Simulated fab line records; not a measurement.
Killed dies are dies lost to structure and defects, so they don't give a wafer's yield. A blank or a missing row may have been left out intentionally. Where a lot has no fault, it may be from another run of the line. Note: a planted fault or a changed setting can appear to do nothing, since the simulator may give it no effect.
A lot that was struck, set against a sound lot + flow nand_harc + 15 steps out of a route of 1159
Sound: these wafers, L707.2, L707.3, L707.4. Wafers struck: L714.4, L714.5, L714.6. The cause comes at the end.
Order at every step that has rows: each side's tool, ch and its chambers, its first start. Under that, the readings that differ: sound wafers + struck wafers + difference of the means + sigmas: that difference in standard deviations of wafers without a fault.
alike: a reading whose means differ by less than 2 such deviations, as well as words and numbers matching on both sides. not compared: withheld readings; readings where some wafer has no value; bounds like >300 that might hide an equal value; numbers whose values overlap and for which the record gives no deviation.
The two part at a step that has a row with sigmas, a row that says differs or no value, or rows on one side only. When numbers do not overlap yet have no deviation, they are printed without sigmas and do not part them. A reading that every wafer of one side lacks parts them only if that side has two wafers or more.

first, 8 steps without rows for these wafers: NHARC_A_CONTACT_COAT_61 (time 75 s); NHARC_A_CONTACT_COAT_62 (time 65 s); NHARC_A_CONTACT_COAT_63 (resist thk 90 nm); NHARC_A_CONTACT_SOFTBAKE_64 (time 55 s); NHARC_A_CONTACT_EBR_65; NHARC_A_CONTACT_EXPOSE_66 (exposes mask A CC 2); NHARC_A_CONTACT_PEB_67 (peb time 65 s); NHARC_A_CONTACT_DEVELOP_68 (develop time 35 s).
NHARC_A_CONTACT_CD_MEAS_69: the cd target is 200 nm.
  sound on cd_sem-02 ch 0, day 17 11:04; struck on cd_sem-01 ch 0, day 20 08:34
| reading    | sound             | struck            | difference | sigmas |
|------------|-------------------|-------------------|------------|--------|
| cd_nm (nm) | 201.5 200.6 200.7 | 198.6 198.5 200.2 | -1.8       | -2     |
NHARC_A_CONTACT_OVL_MEAS_70:
  struck on overlay-01, day 20 08:39; sound on overlay-01, day 17 11:09
| reading           | sound       | struck         | difference | sigmas |
|-------------------|-------------|----------------|------------|--------|
| overlay_x_nm (nm) | 1.3 1.4 1.5 | -1.0 -0.8 -0.6 | -2.2       | -2     |
  alike: overlay_y_nm
NHARC_A_CONTACT_INSPECT_71:
  struck on defect_inspect-01, day 20 08:41; sound on defect_inspect-01, day 17 11:11
  alike: raw_defect_count
NHARC_A_CONTACT_DESCUM_74: chemistry O2, time 3 s.
  sound on rie_diel-05 ch 0,1,3, day 17 11:17; struck on rie_diel-04 ch 0,3, day 20 08:46
| reading               | sound             | struck            | difference | sigmas |
|-----------------------|-------------------|-------------------|------------|--------|
| oes_product_au (a.u.) | 0.985 0.984 0.984 | 1.008 1.016 1.007 | +0.026     | +2     |
  alike: drypump_motor_current_A, rf_vpp_V, showerhead_plenum_p_Torr, throttle_valve_pct
  not compared: rf_hours_counter_h
NHARC_A_CONTACT_ETCH_75: etches the open film in CF4, target depth 39 nm, time 65 s.
  sound on rie_diel-05 ch 0,2,3, day 17 11:50; struck on rie_diel-04 ch 0,1,3, day 20 09:14
| reading          | sound          | struck         | difference | sigmas |
|------------------|----------------|----------------|------------|--------|
| run_length_s (s) | 86.5 86.3 86.8 | 70.3 70.2 69.9 | -16.4      | -47    |
  alike: drypump_motor_current_A, oes_product_au, rf_vpp_V, showerhead_plenum_p_Torr, throttle_valve_pct
  not compared: rf_hours_counter_h
NHARC_A_CONTACT_ETCH_76: etches the open film in N2/H2, target depth 260 nm, time 475.3 s.
  sound: rie_diel-05 ch 0,1,3; struck: rie_diel-04 ch 2,3
  alike: drypump_motor_current_A, oes_product_au, rf_vpp_V, run_length_s, showerhead_plenum_p_Torr, throttle_valve_pct
  not compared: rf_hours_counter_h
-- the record jumps here: 3 days lie between the struck wafers' starts before and after (it left off in module A_CONTACT and takes up again in module END, whose first step shown is number 1159 of the route) --
NHARC_END_SORT_01:
  at this point the record logs the struck wafers (prober-01 ch 0, day 23 08:43) and has no rows for the sound ones

WHERE THEY PART
Earliest at NHARC_A_CONTACT_CD_MEAS_69; latest, in this record, at NHARC_END_SORT_01.

WHY: what the simulator had put in
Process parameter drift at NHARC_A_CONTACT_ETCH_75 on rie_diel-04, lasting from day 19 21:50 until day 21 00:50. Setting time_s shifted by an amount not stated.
